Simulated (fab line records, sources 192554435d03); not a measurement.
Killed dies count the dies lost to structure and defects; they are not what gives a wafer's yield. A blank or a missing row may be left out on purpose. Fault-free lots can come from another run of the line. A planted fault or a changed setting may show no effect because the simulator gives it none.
Matching of chambers	flow n5-finfet	N5_HKMG_FIN_ALD_21 on ald-metal-01: 4 sister chambers
The step deposits TiN, target thk 1.5 nm, pulse time 1 s, purge time 3 s. 8 wafers are shown with their chamber, then 7 later ones without.

## EACH WAFER AND ITS CHAMBER
wafer	chamber	heater-power-w (W)	precursor-pulse-height-rel
L076.5	2	885	1.057
L081.1	2	870	1.009
L081.3	3	747	1.021
L081.4	0	858	0.991
L081.5	1	906	0.999
L081.6	0	845	0.962
L089.1	3	760	1.018
L089.2	1	913	1.017

## WAFERS WHOSE CHAMBER IS MISSING
wafer	heater-power-w (W)	precursor-pulse-height-rel
L089.3	902	1.020
L089.4	828	1.006
L089.5	751	1.013
L089.6	892	0.976
L094.1	915	1.009
L094.3	883	1.003
L094.4	753	0.994

## WHICH CHAMBER EACH WENT THROUGH
wafer	from the rows above	in truth
L089.3	can't be placed: 1 or 2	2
L089.4	0	0
L089.5	3	3
L089.6	can't be placed: 1 or 2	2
L094.1	1	1
L094.3	can't be placed: 2 or 1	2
L094.4	3	3
Correctly placed: 4 of 7. From these rows, 3 cannot be placed; in 3 the true chamber is one of the candidates. 0 placed wrongly.
How it was worked out, from the rows above alone: a wafer's distance from a chamber is the root of the sum, over the readings, of the square of ((its reading less the chamber's mean) divided by the reading's scatter). If the next closest chamber is less than 2 further off than the closest, the wafer can't be placed; otherwise it belongs to the closest. Each chamber's mean is taken over the wafers shown for it. The scatter: the root of (the sum of the squares of (reading less its chamber's mean) over the shown wafers, divided by (wafers less chambers)).
